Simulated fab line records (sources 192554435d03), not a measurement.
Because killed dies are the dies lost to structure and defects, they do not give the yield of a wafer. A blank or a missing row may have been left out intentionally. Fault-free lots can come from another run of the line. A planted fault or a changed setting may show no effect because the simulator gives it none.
fab line records | flow n5-finfet
record: lots: 7 | wafers: 39
route steps=1938 shown WELL_APT@26 FIN_SAQP@130 BEOL_M0_SAQP@636 BEOL_M1@753 BEOL_M3@969 BEOL_M4@1084 BEOL_M9@1446 BEOL_M11@1590 BEOL_M13@1706 BEOL_M15@1802 PASSIVATION@1928
start-h: hours from the record's first day to the start of the lot's first wafer shown | wait-h: hours since the lot's step before | " identical to the entry in the row above | L1.1+2: one row covering several wafers at once | - no value present, or no start provided | * or withheld: withheld | < > ~ a bound
route shown NAME@n: names a module that has steps shown in the file, with the first one's number in the route | usual: mean/standard deviation taken from wafers without a fault | same: alike in all rows | chamber/n: place in a boat | sites: readings site by site | _std_site: standard deviation of those values | _edge_site: inner sites' mean taken away from outer sites' mean | radius-mm: for every site, how far away it sits from the centre of the wafer | mask NAME#n: copy n | behind: tool/chamber where the wafer was last shaped | hold: cause of the lot's hold/its duration in hours/its outcome | device: which transistor (n, p or np) failed to switch | end of line: tests run on the same wafers once the route is complete | a step given without rows: its recipe and nothing more | killed: dies lost to structure and defects at the first sort, not the wafer's yield | map: dies across one wafer; x = killed, . = not, _ = none there
set.NAME: setting as actually run; set.NAME@STEP: the setting as run at that earlier step | model.NAME: the simulator's own value behind a step, which no gauge read
lots where settings were altered on purpose, with a table for each step and a row for each wafer
== steps ==
step: N5_WELL_APT_DEVELOP_07
recipe: develop-time-s: 45 | rinse-liquid: surfactant-rinse | dry: air-spin | dev-temp-c: 21
step: N5_FIN_SAQP_ETCH_65
recipe: chemistry: CF4 | target: SiO2 | target-depth-a: 40 | ion-energy-ev: 350 | time-s: 4.4 | pressure-mtorr: 10 | icp-w: 800 | bias-w: 400 | cf4-flow-sccm: 80
step: N5_BEOL_M0_SAQP_PECVD_96
recipe: material: a-Si | target-thk-a: 450 | temp-c: 350 | precursor: SiH4/He | pressure-torr: 3 | rf-w: 100 | time-s: 45.2
step: N5_BEOL_M1_PECVD_72
recipe: material: SiO2 | target-thk-a: 160 | temp-c: 400 | precursor: TEOS/O2 | pressure-torr: 5.5 | rf-w: 450 | teos-flow-sccm: 53.8 | gas: O2 | flow-sccm: 3000 | time-s: 18
step: N5_BEOL_M3_DESCUM_33
recipe: chemistry: O2 | time-s: 7 | source-power-w: 50 | bias-power-w: 20 | pressure-mtorr: 20 | rf-frequency-hz: 2.712e+07 | temp-c: 40 | resist: CAR-EUV | o2-flow-sccm: 225
step: N5_BEOL_M4_SPUTTER_48
recipe: material: Cu | target-thk-a: 45 | temp-c: -20 | chamber-pressure-pa: 0.07 | power-w: withheld | time-s: 8.29
step: N5_BEOL_M9_TRENCH_ETCH_37
recipe: chemistry: C4F6/O2 | target-depth-a: 1514.3 | target: SiCOH_lowk | time-s: 49 | ion-energy-ev: 250 | pressure-mtorr: 30 | source-w: 345 | bias-w: 185 | Ar_flow_sccm: 300 | C4F6_flow_sccm: 10 | O2_flow_sccm: 10
step: N5_BEOL_M11_ALD_74
recipe: material: TaN | target-thk-a: 20 | temp-c: 275 | ald-precursor-family: PDMAT | ald-co-reactant: NH3 | pressure-torr: 3 | carrier-flow-sccm: 1500 | pulse-time-s: 2 | purge-time-s: 3 | co-reactant-purge-time-s: 2 | co-reactant-pulse-time-s: 3 | ald-cycles: 40 | precursor-vessel-temp-c: 75 | precursor-vessel-pressure-torr: 26.25 | precursor-vessel-carrier-sccm: 1000
step: N5_BEOL_M13_SPUTTER_44
recipe: material: Ta | target-thk-a: 100 | temp-c: 50 | bias-v: 80 | power-w: 15000 | chamber-pressure-pa: 0.07 | time-s: 16.13
step: N5_BEOL_M15_DEVELOP_27
recipe: develop-time-s: 45 | rinse-liquid: diw | dry: air-spin | dev-temp-c: 21
step: N5_PASSIVATION_DESCUM_46
recipe: chemistry: O2 | time-s: 7.9 | source-power-w: 50 | bias-power-w: 20 | pressure-mtorr: 20 | rf-frequency-hz: 2.712e+07 | temp-c: 40 | o2-flow-sccm: 225
step: N5_PASSIVATION_PROBE_49
usual: sort_bin_4_leakage: 0/0
lot.wafer | tool      | chamber | start-h | wait-h | set.develop-time-s@WELL_APT_DEVELOP_07 | set.time-s@FIN_SAQP_ETCH_65 | set.time-s@BEOL_M0_SAQP_PECVD_96 | set.time-s@BEOL_M1_PECVD_72 | set.time-s@BEOL_M3_DESCUM_33 | set.time-s@BEOL_M4_SPUTTER_48 | set.time-s@BEOL_M9_TRENCH_ETCH_37 | set.ald-cycles@BEOL_M11_ALD_74 | set.target-thk-a@BEOL_M13_SPUTTER_44 | set.develop-time-s@BEOL_M15_DEVELOP_27 | set.time-s@PASSIVATION_DESCUM_46 | sort_bin_4_leakage[%]
L075.1    | prober-01 | -       | 281.70  | 0.2    | 45                                     | 1.924                       | 55.83                            | 18                          | 8.604                        | 8.29                          | 49                                | 20                             | 69.95                                | 27.85                                  | 7.9                              | 0.85
L075.2    | prober-01 | -       | 281.75  | 0.2    | 62.85                                  | 4.4                         | 45.2                             | 18                          | 8.604                        | 8.29                          | 49                                | 40                             | 69.95                                | 27.85                                  | 9.659                            | 0
L075.3    | prober-01 | -       | 281.80  | 0.3    | 45                                     | 4.4                         | 55.83                            | 18                          | 7                            | 8.29                          | 73.36                             | 40                             | 100                                  | 45                                     | 7.9                              | 0
L075.4    | prober-01 | -       | 281.85  | 0.3    | 62.85                                  | 1.924                       | 45.2                             | 18                          | 8.604                        | 8.29                          | 73.36                             | 20                             | 100                                  | 27.85                                  | 7.9                              | 0.59
L075.5    | prober-01 | -       | 281.90  | 0.4    | 45                                     | 4.4                         | 45.2                             | 18                          | 7                            | 8.29                          | 73.36                             | 20                             | 69.95                                | 45                                     | 9.659                            | 0.51
L075.6    | prober-01 | -       | 281.95  | 0.4    | 62.85                                  | 1.924                       | 55.83                            | 18                          | 7                            | 8.29                          | 49                                | 40                             | 100                                  | 45                                     | 9.659                            | 0
L078.1    | prober-02 | -       | 297.59  | 0.0    | 24.52                                  | 4.4                         | 45.2                             | 18                          | 3.507                        | 8.29                          | 49                                | 40                             | 100                                  | 66.23                                  | 7.9                              | 0
L078.2    | prober-02 | -       | 297.64  | 0.1    | 24.52                                  | 1.968                       | 21.24                            | 13.91                       | 7                            | 8.29                          | 49                                | 40                             | 100                                  | 66.23                                  | 7.9                              | 0
L078.3    | prober-02 | -       | 297.69  | 0.1    | 45                                     | 4.4                         | 21.24                            | 13.91                       | 3.507                        | 8.29                          | 49                                | 29                             | 100                                  | 66.23                                  | 10.21                            | 0.08
L078.4    | prober-02 | -       | 297.74  | 0.2    | 45                                     | 1.968                       | 45.2                             | 13.91                       | 3.507                        | 8.29                          | 49                                | 29                             | 100                                  | 45                                     | 7.9                              | 0
L078.5    | prober-02 | -       | 297.79  | 0.2    | 24.52                                  | 1.968                       | 21.24                            | 18                          | 7                            | 8.29                          | 49                                | 29                             | 100                                  | 45                                     | 10.21                            | 0
L078.6    | prober-02 | -       | 297.84  | 0.3    | 45                                     | 4.4                         | 45.2                             | 18                          | 7                            | 8.29                          | 49                                | 40                             | 100                                  | 45                                     | 10.21                            | 0
L082.1    | prober-01 | -       | 317.86  | 0.0    | 32.13                                  | 4.4                         | 45.2                             | 18                          | 7                            | 3.9                           | 49                                | 40                             | 76.94                                | 45                                     | 6.106                            | 0
L082.2    | prober-01 | -       | 317.91  | 0.1    | 45                                     | 4.4                         | 45.2                             | 22.17                       | 7                            | 3.9                           | 62.35                             | 23                             | 76.94                                | 45                                     | 6.106                            | 0.25
L082.3    | prober-01 | -       | 317.96  | 0.1    | 32.13                                  | 4.4                         | 45.2                             | 22.17                       | 7                            | 3.9                           | 62.35                             | 23                             | 100                                  | 45                                     | 7.9                              | 0.34
L082.4    | prober-01 | -       | 318.01  | 0.2    | 45                                     | 4.4                         | 45.2                             | 18                          | 7                            | 8.29                          | 62.35                             | 40                             | 100                                  | 28.53                                  | 7.9                              | 0
L082.5    | prober-01 | -       | 318.06  | 0.2    | 32.13                                  | 4.4                         | 45.2                             | 22.17                       | 7                            | 8.29                          | 49                                | 40                             | 76.94                                | 28.53                                  | 7.9                              | 0
L082.6    | prober-01 | -       | 318.11  | 0.3    | 45                                     | 4.4                         | 45.2                             | 18                          | 7                            | 8.29                          | 49                                | 23                             | 100                                  | 28.53                                  | 6.106                            | 0.51
L086.1    | prober-01 | -       | 347.49  | 0.0    | 45                                     | 4.4                         | 45.2                             | 15.23                       | 7                            | 10.88                         | 66.59                             | 48                             | 100                                  | 45                                     | 7.9                              | 0
L086.2    | prober-01 | -       | 347.54  | 0.1    | 35.31                                  | 6.494                       | 22.98                            | 18                          | 7                            | 10.88                         | 66.59                             | 40                             | 100                                  | 45                                     | 7.9                              | 0
L086.3    | prober-01 | -       | 347.59  | 0.1    | 35.31                                  | 6.494                       | 45.2                             | 15.23                       | 7                            | 8.29                          | 49                                | 40                             | 100                                  | 45                                     | 7.9                              | 0
L086.4    | prober-01 | -       | 347.64  | 0.2    | 45                                     | 6.494                       | 22.98                            | 15.23                       | 7                            | 8.29                          | 49                                | 40                             | 76.9                                 | 45                                     | 7.9                              | 0
L086.5    | prober-01 | -       | 347.69  | 0.2    | 35.31                                  | 4.4                         | 45.2                             | 18                          | 7                            | 8.29                          | 66.59                             | 48                             | 76.9                                 | 45                                     | 7.9                              | 0
L086.6    | prober-01 | -       | 347.74  | 0.3    | 45                                     | 4.4                         | 22.98                            | 18                          | 7                            | 10.88                         | 49                                | 48                             | 76.9                                 | 45                                     | 7.9                              | 0
L087.2    | prober-02 | -       | 350.50  | 0.1    | 45                                     | 4.4                         | 45.2                             | 18                          | 7                            | 8.29                          | 49                                | 40                             | 100                                  | 45                                     | 7.9                              | 0
L087.3    | prober-02 | -       | 350.55  | 0.1    | 45                                     | 4.4                         | 45.2                             | 18                          | 7                            | 8.29                          | 49                                | 40                             | 100                                  | 45                                     | 7.9                              | 0
L087.4    | prober-02 | -       | 350.60  | 0.2    | 45                                     | 4.4                         | 45.2                             | 18                          | 7                            | 8.29                          | 49                                | 40                             | 100                                  | 45                                     | 7.9                              | 0
L090.1    | prober-02 | -       | 362.77  | 0.0    | 45                                     | 4.4                         | 59.54                            | 24.46                       | 7                            | 8.29                          | 40.73                             | 40                             | 48.8                                 | 66.34                                  | 7.9                              | 0
L090.2    | prober-02 | -       | 362.82  | 0.1    | 45                                     | 4.4                         | 59.54                            | 18                          | 7                            | 8.29                          | 40.73                             | 56                             | 48.8                                 | 66.34                                  | 9.581                            | 0
L090.3    | prober-02 | -       | 362.87  | 0.1    | 45                                     | 5.454                       | 59.54                            | 18                          | 7                            | 8.29                          | 49                                | 56                             | 100                                  | 45                                     | 7.9                              | 0
L090.4    | prober-02 | -       | 362.92  | 0.2    | 45                                     | 5.454                       | 45.2                             | 24.46                       | 7                            | 8.29                          | 49                                | 40                             | 100                                  | 66.34                                  | 9.581                            | 0
L090.5    | prober-02 | -       | 362.97  | 0.2    | 45                                     | 5.454                       | 45.2                             | 18                          | 7                            | 8.29                          | 40.73                             | 40                             | 100                                  | 45                                     | 9.581                            | 0
L090.6    | prober-02 | -       | 363.02  | 0.3    | 45                                     | 4.4                         | 45.2                             | 24.46                       | 7                            | 8.29                          | 49                                | 56                             | 48.8                                 | 45                                     | 7.9                              | 0
L096.1    | prober-01 | -       | 408.42  | 0.0    | 45                                     | 4.4                         | 45.2                             | 18                          | 7                            | 8.29                          | 27.71                             | 21                             | 100                                  | 55.07                                  | 7.9                              | 0.68
L096.2    | prober-01 | -       | 408.47  | 0.1    | 45                                     | 4.4                         | 45.2                             | 18                          | 7                            | 8.29                          | 27.71                             | 40                             | 100                                  | 45                                     | 7.9                              | 0
L096.3    | prober-01 | -       | 408.52  | 0.1    | 35.54                                  | 4.4                         | 45.2                             | 18                          | 2.967                        | 8.29                          | 49                                | 21                             | 100                                  | 55.07                                  | 7.9                              | 0.25
L096.4    | prober-01 | -       | 408.57  | 0.2    | 35.54                                  | 4.4                         | 45.2                             | 18                          | 2.967                        | 8.29                          | 27.71                             | 40                             | 100                                  | 45                                     | 7.9                              | 0
L096.5    | prober-01 | -       | 408.62  | 0.2    | 35.54                                  | 4.4                         | 45.2                             | 18                          | 7                            | 8.29                          | 49                                | 40                             | 100                                  | 55.07                                  | 7.9                              | 0
L096.6    | prober-01 | -       | 408.67  | 0.3    | 45                                     | 4.4                         | 45.2                             | 18                          | 2.967                        | 8.29                          | 49                                | 21                             | 100                                  | 45                                     | 7.9                              | 0.25
killed by level:class
L075.1 MOL_CONTACT_COAG:geometric-particle:open=15 FIN_SAQP:geometric-particle:open=14 M11:area-ald=10 FIN_SAQP:geometric-particle:short=8 BEOL_M0_SAQP:geometric-particle:open=7 BEOL_M1:geometric-particle:open=5 BEOL_M3:geometric-particle:open=5 BEOL_M3:geometric-particle:short=5
L075.2 BEOL_M3:geometric-particle:open=15 MOL_CONTACT_COAG:geometric-particle:open=11 BEOL_M0_SAQP:geometric-particle:open=8 BEOL_M0_SAQP:geometric-particle:short=7 STI_FIN_REVEAL:geometric-particle:open=6 BEOL_M0:geometric-particle:open=5 GATE_CUT:geometric-particle:open=4 BEOL_M1:geometric-particle:open=4
L075.3 BEOL_M1:geometric-particle:open=8 BEOL_M0_SAQP:geometric-particle:open=8 BEOL_M9:area-etch=8 GATE_CUT:geometric-particle:open=7 BEOL_M3:geometric-particle:open=7 MOL_CONTACT_COAG:geometric-particle:open=6 FIN_SAQP:geometric-particle:open=5 STI_FIN_REVEAL:geometric-particle:open=5
L075.4 STI_FIN_REVEAL:geometric-particle:open=11 BEOL_M1:geometric-particle:open=8 M11:area-ald=7 MOL_CONTACT_COAG:geometric-particle:open=6 BEOL_M1:geometric-particle:short=6 GATE_CUT:geometric-particle:short=5 BEOL_M0:geometric-particle:open=5 BEOL_M3:geometric-particle:open=5
L075.5 BEOL_M9:area-etch=11 BEOL_M0_SAQP:geometric-particle:open=10 STI_FIN_REVEAL:geometric-particle:open=7 BEOL_M4:geometric-particle:open=7 FIN_SAQP:geometric-particle:short=6 MOL_CONTACT_COAG:geometric-particle:open=6 BEOL_M3:geometric-particle:open=6 M11:area-ald=6
L075.6 BEOL_M0_SAQP:geometric-particle:open=15 MOL_CONTACT_COAG:geometric-particle:open=12 BEOL_M0_SAQP:geometric-particle:short=9 GATE_CUT:geometric-particle:short=5 BEOL_M3:geometric-particle:open=5 BEOL_M1:geometric-particle:open=4 BEOL_M2:geometric-particle:open=4 STI_FIN_REVEAL:geometric-particle:open=3
L078.1 MOL_CONTACT_COAG:geometric-particle:open=23 BEOL_M0_SAQP:geometric-particle:open=7 FIN_SAQP:geometric-particle:short=6 FIN_SAQP:geometric-particle:open=6 GATE_CUT:geometric-particle:open=6 BEOL_M4:geometric-particle:open=6 STI_FIN_REVEAL:geometric-particle:open=5 GATE_CUT:geometric-particle:short=5
L078.2 MOL_CONTACT_COAG:geometric-particle:open=19 FIN_SAQP:geometric-particle:short=6 DUMMY_GATE:geometric-particle:open=6 BEOL_M1:geometric-particle:open=6 STI_FIN_REVEAL:geometric-particle:open=4 MOL_CONTACT_COAG:geometric-particle:short=4 BEOL_M0_SAQP:geometric-particle:open=4 BEOL_M0_SAQP:geometric-particle:short=3
L078.3 MOL_CONTACT_COAG:geometric-particle:open=14 FIN_SAQP:geometric-particle:open=11 STI_FIN_REVEAL:geometric-particle:open=11 FIN_SAQP:geometric-particle:short=8 BEOL_M3:geometric-particle:open=6 BEOL_M4:geometric-particle:open=5 STI_FIN_REVEAL:geometric-particle:short=4 MOL_CONTACT_COAG:geometric-particle:short=3
L078.4 STI_FIN_REVEAL:geometric-particle:open=19 BEOL_M0_SAQP:geometric-particle:short=18 FIN_SAQP:geometric-particle:short=15 BEOL_M0_SAQP:geometric-particle:open=14 FIN_SAQP:geometric-particle:open=9 MOL_CONTACT_COAG:geometric-particle:open=8 STI_FIN_REVEAL:geometric-particle:short=5 DUMMY_GATE:geometric-particle:open=5
L078.5 FIN_SAQP:geometric-particle:open=15 MOL_CONTACT_COAG:geometric-particle:open=15 FIN_SAQP:geometric-particle:short=11 STI_FIN_REVEAL:geometric-particle:open=11 BEOL_M0_SAQP:geometric-particle:open=9 DUMMY_GATE:geometric-particle:open=8 BEOL_M0_SAQP:geometric-particle:short=7 BEOL_M1:geometric-particle:short=5
L078.6 FIN_SAQP:geometric-particle:short=17 FIN_SAQP:geometric-particle:open=17 BEOL_M0_SAQP:geometric-particle:short=17 STI_FIN_REVEAL:geometric-particle:open=15 MOL_CONTACT_COAG:geometric-particle:open=11 BEOL_M0_SAQP:geometric-particle:open=11 BEOL_M4:geometric-particle:open=7 STARTING-WAFER:geometric-particle:short=7
L082.1 MOL_CONTACT_COAG:geometric-particle:open=21 FIN_SAQP:geometric-particle:short=14 STI_FIN_REVEAL:geometric-particle:open=9 MOL_CONTACT_COAG:geometric-particle:short=8 BEOL_M0_SAQP:geometric-particle:open=8 BEOL_M0_SAQP:geometric-particle:short=6 FIN_SAQP:geometric-particle:open=5 BEOL_M5:geometric-particle:open=5
L082.2 MOL_CONTACT_COAG:geometric-particle:open=20 BEOL_M2:geometric-particle:open=13 BEOL_M0_SAQP:geometric-particle:short=10 FIN_SAQP:geometric-particle:open=8 FIN_SAQP:geometric-particle:short=8 STI_FIN_REVEAL:geometric-particle:open=6 BEOL_M1:geometric-particle:open=6 BEOL_M3:geometric-particle:open=5
L082.3 MOL_CONTACT_COAG:geometric-particle:open=17 BEOL_M0_SAQP:geometric-particle:open=12 BEOL_M0_SAQP:geometric-particle:short=11 BEOL_M4:geometric-particle:open=9 STI_FIN_REVEAL:geometric-particle:open=7 BEOL_M2:geometric-particle:open=7 BEOL_M3:geometric-particle:open=7 STARTING-WAFER:geometric-particle:short=6
L082.4 MOL_CONTACT_COAG:geometric-particle:open=19 BEOL_M0_SAQP:geometric-particle:short=12 STI_FIN_REVEAL:geometric-particle:open=12 BEOL_M0_SAQP:geometric-particle:open=6 MOL_CONTACT_COAG:geometric-particle:short=5 BEOL_M2:geometric-particle:open=5 FIN_SAQP:geometric-particle:open=4 STARTING-WAFER:geometric-particle:short=4
L082.5 MOL_CONTACT_COAG:geometric-particle:open=16 STI_FIN_REVEAL:geometric-particle:open=15 MOL_CONTACT_COAG:geometric-particle:short=8 BEOL_M0_SAQP:geometric-particle:open=8 FIN_SAQP:geometric-particle:short=7 BEOL_M0_SAQP:geometric-particle:short=6 FIN_SAQP:geometric-particle:open=5 BEOL_M4:geometric-particle:open=5
L082.6 MOL_CONTACT_COAG:geometric-particle:open=30 BEOL_M0_SAQP:geometric-particle:open=12 FIN_SAQP:geometric-particle:short=11 FIN_SAQP:geometric-particle:open=9 BEOL_M0_SAQP:geometric-particle:short=9 M11:area-ald=6 STI_FIN_REVEAL:geometric-particle:open=5 BEOL_M2:geometric-particle:open=5
L086.1 MOL_CONTACT_COAG:geometric-particle:open=10 STI_FIN_REVEAL:geometric-particle:open=9 BEOL_M2:geometric-particle:open=8 BEOL_M4:geometric-particle:open=8 BEOL_M0_SAQP:geometric-particle:short=7 BEOL_M0_SAQP:geometric-particle:open=7 FIN_SAQP:geometric-particle:short=4 BEOL_M1:geometric-particle:open=4
L086.2 STI_FIN_REVEAL:geometric-particle:open=16 BEOL_M0_SAQP:geometric-particle:open=15 MOL_CONTACT_COAG:geometric-particle:open=13 BEOL_M2:geometric-particle:open=8 FIN_SAQP:geometric-particle:short=7 BEOL_M0_SAQP:geometric-particle:short=7 BEOL_M1:geometric-particle:open=6 BEOL_M3:geometric-particle:open=4
L086.3 STI_FIN_REVEAL:geometric-particle:open=20 MOL_CONTACT_COAG:geometric-particle:open=11 BEOL_M0_SAQP:geometric-particle:short=11 BEOL_M1:geometric-particle:open=11 BEOL_M0_SAQP:geometric-particle:open=10 BEOL_M1:geometric-particle:short=8 STI_FIN_REVEAL:geometric-particle:short=6 BEOL_M2:geometric-particle:open=6
L086.4 MOL_CONTACT_COAG:geometric-particle:open=14 BEOL_M1:geometric-particle:open=10 STI_FIN_REVEAL:geometric-particle:open=8 BEOL_M4:geometric-particle:open=8 MOL_CONTACT_COAG:geometric-particle:short=6 BEOL_M0_SAQP:geometric-particle:short=6 BEOL_M2:geometric-particle:open=6 BEOL_M3:geometric-particle:open=6
L086.5 STI_FIN_REVEAL:geometric-particle:open=16 BEOL_M1:geometric-particle:open=9 BEOL_M4:geometric-particle:open=8 FIN_SAQP:geometric-particle:short=6 DUMMY_GATE:geometric-particle:open=6 BEOL_M3:geometric-particle:open=5 FIN_SAQP:geometric-particle:open=3 BEOL_M0_SAQP:geometric-particle:open=3
L086.6 BEOL_M2:geometric-particle:open=19 MOL_CONTACT_COAG:geometric-particle:open=12 BEOL_M4:geometric-particle:open=12 BEOL_M1:geometric-particle:open=7 GATE_CUT:geometric-particle:short=5 MOL_CONTACT_COAG:geometric-particle:short=5 BEOL_M3:geometric-particle:open=5 STI_FIN_REVEAL:geometric-particle:open=4
L087.2 FIN_SAQP:geometric-particle:open=11 DUMMY_GATE:geometric-particle:open=10 BEOL_M1:geometric-particle:open=10 FIN_SAQP:geometric-particle:short=8 BEOL_M0_SAQP:geometric-particle:open=8 BEOL_M4:geometric-particle:open=7 STI_FIN_REVEAL:geometric-particle:open=6 BEOL_M0_SAQP:geometric-particle:short=6
L087.3 BEOL_M1:geometric-particle:open=10 BEOL_M0_SAQP:geometric-particle:open=8 DUMMY_GATE:geometric-particle:open=7 BEOL_M4:geometric-particle:open=6 FIN_SAQP:geometric-particle:short=5 BEOL_M3:geometric-particle:open=5 PAD_METAL:geometric-particle:short=4 BEOL_M1:geometric-particle:short=3
L087.4 FIN_SAQP:geometric-particle:short=15 BEOL_M0_SAQP:geometric-particle:short=10 BEOL_M0_SAQP:geometric-particle:open=9 FIN_SAQP:geometric-particle:open=7 MOL_CONTACT_COAG:geometric-particle:open=7 BEOL_M4:geometric-particle:open=6 BEOL_M3:geometric-particle:open=4 STI_FIN_REVEAL:geometric-particle:open=3
L090.1 FIN_SAQP:geometric-particle:short=12 BEOL_M0_SAQP:geometric-particle:short=11 BEOL_M3:geometric-particle:open=8 BEOL_M0_SAQP:geometric-particle:open=8 BEOL_M1:geometric-particle:open=8 STI_FIN_REVEAL:geometric-particle:open=7 STI_FIN_REVEAL:geometric-particle:short=6 ILD0:geometric-particle:open=3
L090.2 BEOL_M0_SAQP:geometric-particle:open=18 STI_FIN_REVEAL:geometric-particle:open=16 BEOL_M0_SAQP:geometric-particle:short=16 BEOL_M3:geometric-particle:open=10 MOL_CONTACT_COAG:geometric-particle:open=7 ILD0:geometric-particle:short=5 BEOL_M2:geometric-particle:open=5 FIN_SAQP:geometric-particle:open=3
L090.3 STI_FIN_REVEAL:geometric-particle:open=13 FIN_SAQP:geometric-particle:short=11 MOL_CONTACT_COAG:geometric-particle:open=7 BEOL_M3:geometric-particle:open=7 BEOL_M0_SAQP:geometric-particle:open=6 FIN_SAQP:geometric-particle:open=5 DUMMY_GATE:geometric-particle:open=5 BEOL_M4:geometric-particle:open=5
L090.4 STI_FIN_REVEAL:geometric-particle:open=11 BEOL_M3:geometric-particle:open=11 BEOL_M0_SAQP:geometric-particle:short=10 BEOL_M0_SAQP:geometric-particle:open=9 FIN_SAQP:geometric-particle:short=5 BEOL_M0:geometric-particle:open=5 BEOL_M1:geometric-particle:open=4 BEOL_M3:geometric-particle:short=4
L090.5 STI_FIN_REVEAL:geometric-particle:open=20 BEOL_M0_SAQP:geometric-particle:short=12 BEOL_M3:geometric-particle:open=11 MOL_CONTACT_COAG:geometric-particle:open=10 FIN_SAQP:geometric-particle:short=9 FIN_SAQP:geometric-particle:open=6 BEOL_M0_SAQP:geometric-particle:open=6 BEOL_M1:geometric-particle:open=5
L090.6 STI_FIN_REVEAL:geometric-particle:open=9 FIN_SAQP:geometric-particle:short=6 BEOL_M3:geometric-particle:open=6 STI_FIN_REVEAL:geometric-particle:short=5 GATE_CUT:geometric-particle:open=4 GATE_CUT:geometric-particle:short=4 BEOL_M1:geometric-particle:open=4 BEOL_M0_SAQP:geometric-particle:short=4
L096.1 BEOL_M9:area-ecd=166 FIN_SAQP:geometric-particle:open=31 BEOL_M1:geometric-particle:open=11 BEOL_M4:geometric-particle:open=10 FIN_SAQP:geometric-particle:short=9 M11:area-ald=8 BEOL_M3:geometric-particle:open=7 STI_FIN_REVEAL:geometric-particle:open=7
L096.2 BEOL_M9:area-ecd=140 FIN_SAQP:geometric-particle:open=14 BEOL_M4:geometric-particle:open=12 BEOL_M2:geometric-particle:open=10 BEOL_M0_SAQP:geometric-particle:open=10 DUMMY_GATE:geometric-particle:open=8 BEOL_M3:geometric-particle:open=7 BEOL_M0_SAQP:geometric-particle:short=6
L096.3 FIN_SAQP:geometric-particle:open=20 BEOL_M2:geometric-particle:open=12 BEOL_M0_SAQP:geometric-particle:short=10 BEOL_M0_SAQP:geometric-particle:open=7 MOL_CONTACT_COAG:geometric-particle:open=6 STI_FIN_REVEAL:geometric-particle:open=5 GATE_CUT:geometric-particle:open=5 BEOL_M4:geometric-particle:open=5
L096.4 BEOL_M9:area-ecd=107 FIN_SAQP:geometric-particle:open=12 BEOL_M0_SAQP:geometric-particle:open=8 STI_FIN_REVEAL:geometric-particle:open=7 BEOL_M0_SAQP:geometric-particle:short=6 MOL_CONTACT_COAG:geometric-particle:open=5 BEOL_M2:geometric-particle:open=5 DUMMY_GATE:geometric-particle:open=4
L096.5 DUMMY_GATE:geometric-particle:open=10 MOL_CONTACT_COAG:geometric-particle:open=7 BEOL_M2:geometric-particle:open=7 BEOL_M4:geometric-particle:short=6 MOL_CONTACT_COAG:geometric-particle:short=6 FIN_SAQP:geometric-particle:open=5 GATE_CUT:geometric-particle:short=5 STI_FIN_REVEAL:geometric-particle:open=4
L096.6 BEOL_M0_SAQP:geometric-particle:short=11 MOL_CONTACT_COAG:geometric-particle:open=9 BEOL_M0_SAQP:geometric-particle:open=8 BEOL_M3:geometric-particle:open=8 FIN_SAQP:geometric-particle:open=6 FIN_SAQP:geometric-particle:short=5 BEOL_M4:geometric-particle:open=5 BEOL_M3:geometric-particle:short=4
== key ==
split: step: N5_WELL_APT_DEVELOP_07 | setting: develop-time-s | stated-as: 45
response none clear
split: step: N5_FIN_SAQP_ETCH_65 | setting: time-s | stated-as: 4.4
response none clear
split: step: N5_BEOL_M0_SAQP_PECVD_96 | setting: time-s | stated-as: 45.2
response none clear
split: step: N5_BEOL_M1_PECVD_72 | setting: time-s | stated-as: 18
response none clear
split: step: N5_BEOL_M3_DESCUM_33 | setting: time-s | stated-as: 7
response none clear
split: step: N5_BEOL_M4_SPUTTER_48 | setting: time-s | stated-as: 8.29
response none clear
split: step: N5_BEOL_M9_TRENCH_ETCH_37 | setting: time-s | stated-as: 49
response none clear
split: step: N5_BEOL_M11_ALD_74 | setting: ald-cycles | stated-as: 40
response: step: N5_PASSIVATION_PROBE_49 | reading: sort_bin_4_leakage | slope: -0.00849 | per: 1% | together-with: all | explained: 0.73
split: step: N5_BEOL_M13_SPUTTER_44 | setting: target-thk-a | stated-as: 100
response none clear
split: step: N5_BEOL_M15_DEVELOP_27 | setting: develop-time-s | stated-as: 45
response none clear
split: step: N5_PASSIVATION_DESCUM_46 | setting: time-s | stated-as: 7.9
response none clear
